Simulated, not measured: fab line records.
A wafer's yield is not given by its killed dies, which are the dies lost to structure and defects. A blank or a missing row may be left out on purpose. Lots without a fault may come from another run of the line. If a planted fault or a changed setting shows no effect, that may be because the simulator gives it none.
Which tool is to blame?    flow n5Finfet    30 wafers from 10 lots sampled at 6 of the route's 1938 steps

## WHAT EACH GAUGE READ, for each wafer
N5_BEOL_M4_RC_MEAS_101.
lot   measured      on         DIBL_N (mV/V)   DIBL_P (mV/V)   IOFF_N (nA/um)  IOFF_P (nA/um)  ION_N (uA/um)  ION_P (uA/um)  SS_N (mV/dec)   SS_P (mV/dec)   VT_N (mV)          VT_P (mV)
L848  day 8 19:38   prober-01  37.7 32.4 36.1  39.0 32.8 37.3  0.21 0.11 0.18  0.24 0.15 0.21  684 666 682    467 458 465    72.2 70.6 71.9  74.0 72.1 73.8  244.9 253.1 246.9  -249 -256 -250
L850  day 9 10:14   prober-02  36.0 37.9 35.0  36.5 39.2 35.4  0.17 0.21 0.15  0.24 0.29 0.21  691 684 684    468 471 469    71.0 71.7 70.8  73.2 74.4 73.2  248.1 245.2 249.1  -247 -246 -249
L852  day 9 19:16   prober-02  36.6 37.9 38.8  35.3 38.5 38.1  0.14 0.18 0.19  0.16 0.22 0.21  663 684 681    449 464 463    72.0 72.4 71.7  72.9 74.1 74.2  253.8 248.7 249.6  -254 -253 -253
L846  day 9 21:03   prober-02  37.9 38.6 38.9  37.9 38.6 40.7  0.17 0.19 0.21  0.20 0.22 0.26  671 677 713    454 459 480    72.0 72.0 71.7  73.3 73.4 73.4  250.8 247.7 244.9  -250 -249 -249
L854  day 10 03:49  prober-01  37.7 37.6 34.5  37.9 37.6 35.4  0.15 0.16 0.11  0.19 0.18 0.15  665 673 655    458 454 452    71.3 71.9 70.6  74.0 72.9 73.1  251.8 252.4 255.9  -255 -257 -258
L860  day 12 10:49  prober-02  37.6 37.6 37.3  37.8 37.0 37.4  0.16 0.15 0.16  0.18 0.17 0.17  674 673 676    456 459 453    71.8 71.1 71.5  73.2 72.8 72.9  250.6 250.8 248.5  -256 -256 -256
L862  day 12 17:26  prober-01  39.9 40.3 36.9  40.1 41.7 36.5  0.23 0.24 0.15  0.24 0.26 0.17  699 691 674    466 465 457    72.2 72.6 72.1  73.9 74.3 73.3  243.1 245.7 249.0  -252 -249 -257
L861  day 12 17:54  prober-02  38.3 40.4 36.9  39.1 40.5 39.4  0.20 0.23 0.18  0.21 0.25 0.22  682 686 683    458 463 467    72.4 72.7 71.5  73.3 74.5 73.8  247.9 246.6 246.6  -251 -248 -250
L864  day 12 22:56  prober-01  33.3 34.7 34.8  35.1 36.7 38.0  0.13 0.14 0.15  0.18 0.21 0.23  675 682 678    461 465 470    70.6 70.8 71.7  73.1 72.9 74.3  252.0 249.0 249.5  -251 -250 -248
L866  day 14 01:49  prober-02  35.7 35.8 37.6  35.8 34.0 37.0  0.15 0.15 0.17  0.21 0.19 0.22  669 673 674    465 461 468    71.6 72.0 72.0  73.1 72.5 73.2  250.2 251.8 251.1  -251 -252 -249

N5_BEOL_M5_INSPECT_58: inspects for defects (darkfield).
lot   measured      on                rawDefectCount
L848  day 9 07:56   defectInspect-02  71 88 82
L850  day 9 22:21   defectInspect-02  76 68 71
L852  day 10 08:17  defectInspect-01  88 58 60
L846  day 10 11:16  defectInspect-01  41 47 33
L854  day 10 16:43  defectInspect-02  72 43 49
L860  day 13 02:14  defectInspect-02  94 76 64
L862  day 13 10:04  defectInspect-01  97 79 44
L861  day 13 08:08  defectInspect-02  52 62 73
L864  day 13 14:32  defectInspect-01  69 65 86
L866  day 14 16:29  defectInspect-02  53 83 55

N5_BEOL_M6_OCD_MEAS_38.
lot   measured      on      trenchDepthNm (nm)
L848  day 9 12:38   ocd-01  95.8 98.8 98.5
L850  day 10 03:16  ocd-01  - - -
L852  day 10 16:01  ocd-02  - - -
L846  day 10 18:55  ocd-02  92.1 96.0 100.1
L854  day 11 05:14  ocd-01  91.8 94.8 95.0
L860  day 13 11:29  ocd-01  95.9 94.2 95.4
L862  day 13 15:40  ocd-02  92.5 95.9 93.1
L861  day 13 13:07  ocd-01  92.8 94.7 95.7
L864  day 13 18:56  ocd-01  91.3 95.5 97.1
L866  day 14 23:58  ocd-02  93.5 94.6 94.6

## TOOL THAT RAN EACH LOT (tool first, then ch and the chambers of the sampled wafers, then the start)
lot   N5_BEOL_M5_SPUTTER_83        N5_BEOL_M5_ANNEAL_51             N5_BEOL_M6_ILD_DEP_00
L848  pvdSputter-01, day 9 03:52   rtpAnneal-01 ch 0, day 9 06:37   pecvd-01 ch 1,2, day 9 07:58
L850  pvdSputter-03, day 9 18:29   rtpAnneal-02 ch 0, day 9 21:34   pecvd-04 ch 0,1, day 9 22:23
L852  pvdSputter-02, day 10 04:56  rtpAnneal-02 ch 0, day 10 07:25  pecvd-01 ch 0,1, day 10 08:20
L846  pvdSputter-01, day 10 06:53  rtpAnneal-02 ch 0, day 10 10:23  pecvd-03 ch 0,1, day 10 11:19
L854  pvdSputter-02, day 10 13:17  rtpAnneal-01 ch 0, day 10 15:48  pecvd-03 ch 0,2, day 10 16:45
L860  pvdSputter-02, day 12 22:54  rtpAnneal-02 ch 0, day 13 01:20  pecvd-01 ch 1,2, day 13 02:16
L862  pvdSputter-02, day 13 06:09  rtpAnneal-01 ch 0, day 13 09:11  pecvd-04 ch 1,2, day 13 10:06
L861  pvdSputter-01, day 13 04:51  rtpAnneal-02 ch 0, day 13 07:16  pecvd-01 ch 1,2, day 13 08:10
L864  pvdSputter-03, day 13 11:14  rtpAnneal-02 ch 0, day 13 13:44  pecvd-04 ch 0,2, day 13 14:34
L866  pvdSputter-01, day 14 12:43  rtpAnneal-02 ch 0, day 14 15:36  pecvd-01 ch 0,2, day 14 16:31
- N5_BEOL_M5_SPUTTER_83: material Cu, target thk 15 nm, time 27.62 s.
- N5_BEOL_M5_ANNEAL_51: time 90 s.
- N5_BEOL_M6_ILD_DEP_00: deposits SiCOH lowk from DEMS/porogen, target thk 179.75 nm, time 33.4 s.

## WHAT THE TOOLS THEMSELVES READ (means of the sampled wafers that have a number; where no wafer has one, the mark that the record gives instead)
N5_BEOL_M5_SPUTTER_83.
lot   tool           throttleValvePct (%)
L848  pvdSputter-01  30.6
L850  pvdSputter-03  29.7
L852  pvdSputter-02  29.5
L846  pvdSputter-01  31.1
L854  pvdSputter-02  28.9
L860  pvdSputter-02  29.6
L862  pvdSputter-02  29.0
L861  pvdSputter-01  30.5
L864  pvdSputter-03  30.0
L866  pvdSputter-01  30.1

N5_BEOL_M5_ANNEAL_51.
lot   tool          wafer_temp_C_max
L848  rtpAnneal-01  226.15
L850  rtpAnneal-02  225.61
L852  rtpAnneal-02  225.89
L846  rtpAnneal-02  225.76
L854  rtpAnneal-01  225.92
L860  rtpAnneal-02  225.60
L862  rtpAnneal-01  226.27
L861  rtpAnneal-02  226.09
L864  rtpAnneal-02  225.77
L866  rtpAnneal-02  225.61

N5_BEOL_M6_ILD_DEP_00.
lot   tool      chamberPressureTorr (Torr)  heaterPowerOuterW (W)  heaterPowerW (W)  rfFwdPowerW (W)  showerheadPlenumPTorr (Torr)  throttleValvePct (%)
L848  pecvd-01  5.000                       140                    313               496.5            5.728                         13.8
L850  pecvd-04  -                           -                      -                 -                -                             -
L852  pecvd-01  -                           -                      -                 -                -                             -
L846  pecvd-03  5.013                       150                    328               493.2            5.738                         13.2
L854  pecvd-03  4.999                       124                    266               494.9            5.727                         13.1
L860  pecvd-01  4.991                       139                    309               495.9            5.732                         14.3
L862  pecvd-04  4.996                       148                    303               495.8            5.769                         15.4
L861  pecvd-01  4.996                       145                    327               497.5            5.719                         14.2
L864  pecvd-04  5.005                       171                    347               493.5            5.733                         14.1
L866  pecvd-01  5.021                       159                    345               495.2            5.745                         14.0

## THE ANSWER, worked out from the rows above alone
Rule: the lots themselves supply what counts as usual. Put in order of their means at a reading, lots are off if they are a third of the lots or fewer, leave a main group of 4 or more, and stand apart from it by a gap of 3 or more times the standard deviation of the main group's means; of several such gaps the widest counts. A main group whose means are all the same, to the digits that the tables above print for the reading, isn't used. A lot without any number at a reading at which 4 lots or more have one is off too. Any other lot the step has rows for is counted as sound. Order of review: gauges by route order, followed by the tools' own readings, for which a lot's mean as printed above is used. At the first step where some lot is off, the reading lying furthest off is the one used; lots without a number count as furthest.
Off: L850, L852 (N5_BEOL_M6_OCD_MEAS_38, trenchDepthNm). Without a number there: L850, L852. The main group has a mean of 95.0 nm with a standard deviation of 1.2.
A tool fits if, at a process step before that reading, it ran every lot that is off, and no sound lot after the first of them. Not tried: the gauges at N5_BEOL_M6_OCD_MEAS_38; whatever is off there is also off at N5_BEOL_M6_ILD_DEP_00, on other tools, and gauge error can't account for it. Not one of the candidates tried fits.

## WHAT HAD BEEN PUT IN BY THE SIMULATOR
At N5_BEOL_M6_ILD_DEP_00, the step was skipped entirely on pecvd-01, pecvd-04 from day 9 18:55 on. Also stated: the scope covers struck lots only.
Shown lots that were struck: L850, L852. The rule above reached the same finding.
